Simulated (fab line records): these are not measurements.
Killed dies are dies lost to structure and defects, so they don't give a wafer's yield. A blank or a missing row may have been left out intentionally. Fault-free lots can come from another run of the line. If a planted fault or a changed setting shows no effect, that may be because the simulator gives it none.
Comparing a struck lot with a sound one + flow nand harc + 22 out of 1159 route steps
Sound: the wafers L341.1, L341.3, L341.6. Struck: wafers L356.2, L356.3, L356.4. The cause comes at the end.
For every step that has rows: the tool of each side, followed by ch and its chambers, followed by its first start. Under that, the readings that differ: sound wafers + struck wafers + difference of the means + sigmas: that difference in standard deviations of wafers without a fault.
alike: a reading whose means differ by less than 2 such deviations, as well as words and numbers matching on both sides. not compared: withheld readings; readings where some wafer has no value; bounds like >300 that might hide an equal value; numbers whose values overlap and for which the record gives no deviation.
Wherever a step has rows on one side only, a row that says differs or no value, or a row with sigmas, the two part there. Non-overlapping numbers with no deviation appear without sigmas and do not part them. Lack of a reading on every wafer of one side parts them only where that side has two or more wafers.

NHARC_A_BLC_CVD_24: deposits W, target thk 150 nm, time 434 s.
  sound on cvd w-01 ch 0; struck on cvd w-01 ch 0,1
  alike: heater power w, mfc wf6 sccm, throttle valve pct
  not compared: since wet clean h
NHARC_A_BLC_CMP_25: polishes, t overpolish 30 s, target thk 150 nm.
  sound on cmp-03 ch 0,1,2, day 19 03:16; struck on cmp-04 ch 0,2,3, day 22 15:46
  alike: motor current A, overpolish run s, retaining ring pressure frac, time to endpoint s
following that, these wafers have no rows for 1 step: NHARC_A_BLC_SRD_27.
NHARC_A_BLC_INSPECT_28:
  sound: defect inspect-02 at day 19 03:39; struck: defect inspect-01 at day 22 16:10
| reading          | sound       | struck      | difference | sigmas |
|------------------|-------------|-------------|------------|--------|
| raw defect count | 235 328 280 | 504 566 611 | +279       | +2     |
then, 7 steps without rows for these wafers: NHARC_A_M0_DEP_00 (deposits SiOC, target thk 150 nm); NHARC_A_M0_DEHYDRATE_01 (time 120 s); NHARC_A_M0_HMDS_02 (time 30 s); NHARC_A_M0_COAT_33 (time 65 s); NHARC_A_M0_COAT_03 (resist thk 90 nm); NHARC_A_M0_SOFTBAKE_04 (time 55 s); NHARC_A_M0_EBR_05.
NHARC_A_M0_EXPOSE_06: exposes mask A M0, target cd 80 nm.
  sound on arfi scanner-01 ch 0, day 19 04:28; struck on arfi scanner-02 ch 0, day 22 17:11
| reading              | sound             | struck            | difference | sigmas |
|----------------------|-------------------|-------------------|------------|--------|
| exposure dose mJ cm2 | 83.21 83.12 83.25 | 77.76 77.79 77.64 | -5.46      | -80    |
  alike: mask, reticle temp C
then, 2 steps without rows for these wafers: NHARC_A_M0_PEB_07 (peb time 65 s); NHARC_A_M0_DEVELOP_08 (develop time 35 s).
NHARC_A_M0_CD_MEAS_09: the cd target is 80 nm.
  sound on cd sem-01 ch 0, day 19 04:37; struck on cd sem-03 ch 0, day 22 17:20
| reading    | sound          | struck         | difference | sigmas |
|------------|----------------|----------------|------------|--------|
| cd nm (nm) | 80.5 81.6 80.1 | 75.9 74.9 77.0 | -4.8       | -7     |
NHARC_A_M0_OVL_MEAS_10: pitch 160 nm.
  sound: overlay-02 at day 19 04:41; struck: overlay-02 at day 22 17:25
  alike: overlay x nm, overlay y nm
NHARC_A_M0_INSPECT_11:
  sound: defect inspect-01 at day 19 04:44; struck: defect inspect-02 at day 22 17:27
| reading          | sound    | struck   | difference | sigmas |
|------------------|----------|----------|------------|--------|
| raw defect count | 24 21 21 | 84 55 61 | +45        | +3     |
NHARC_A_M0_DESCUM_14: chemistry O2, time 3 s.
  sound on rie diel-02 ch 0,1,3, day 19 04:47; struck on rie diel-04 ch 0,1,3, day 22 17:31
| reading               | sound            | struck            | difference | sigmas |
|-----------------------|------------------|-------------------|------------|--------|
| model.A_M0.cd nm (nm) | 81.3 81.88 80.83 | 75.74 75.37 76.31 | -5.53      |        |
  alike: drypump motor current A, oes product au, rf vpp V, showerhead plenum p Torr, throttle valve pct
  not compared: rf hours counter h
NHARC_A_M0_ETCH_34: etches the open film in N2/H2, target depth 40 nm, overetch 12 nm, time 43.94 s.
  sound on rie diel-02 ch 0,2,3, day 19 04:53; struck on rie diel-04 ch 0,1,3, day 22 17:35
  alike: drypump motor current A, oes product au, rf vpp V, showerhead plenum p Torr, throttle valve pct
  not compared: rf hours counter h
NHARC_A_M0_ETCH_15: etches the open film in C4F8/Ar, target depth 150 nm, overetch 15 nm, time 82.5 s.
  sound on rie diel-02 ch 0,3; struck on rie diel-04 ch 1,2,3
| reading               | sound             | struck            | difference | sigmas |
|-----------------------|-------------------|-------------------|------------|--------|
| oes product au (a.u.) | 0.933 0.929 0.932 | 0.988 0.974 0.989 | +0.052     | +2     |
| model.A_M0.cd nm (nm) | 81.01 82.44 80.54 | 75.84 75.21 75.63 | -5.77      |        |
  alike: rf vpp V
  not compared: rf hours counter h
NHARC_A_M0_CD_MEAS_16:
  sound: cd sem-03 at day 19 05:05; struck: cd sem-01 at day 22 17:49
| reading    | sound          | struck         | difference | sigmas |
|------------|----------------|----------------|------------|--------|
| cd nm (nm) | 80.9 82.5 80.5 | 75.9 75.5 75.7 | -5.6       | -6     |
NHARC_END_SORT_01:
  only the struck wafers appear in the record here, on prober-01 ch 0 at day 24 15:10; the sound ones have no rows

## WHERE THEY PART
Earliest at NHARC_A_BLC_INSPECT_28; latest, in this record, at NHARC_END_SORT_01.

WHY: what had been put in by the simulator
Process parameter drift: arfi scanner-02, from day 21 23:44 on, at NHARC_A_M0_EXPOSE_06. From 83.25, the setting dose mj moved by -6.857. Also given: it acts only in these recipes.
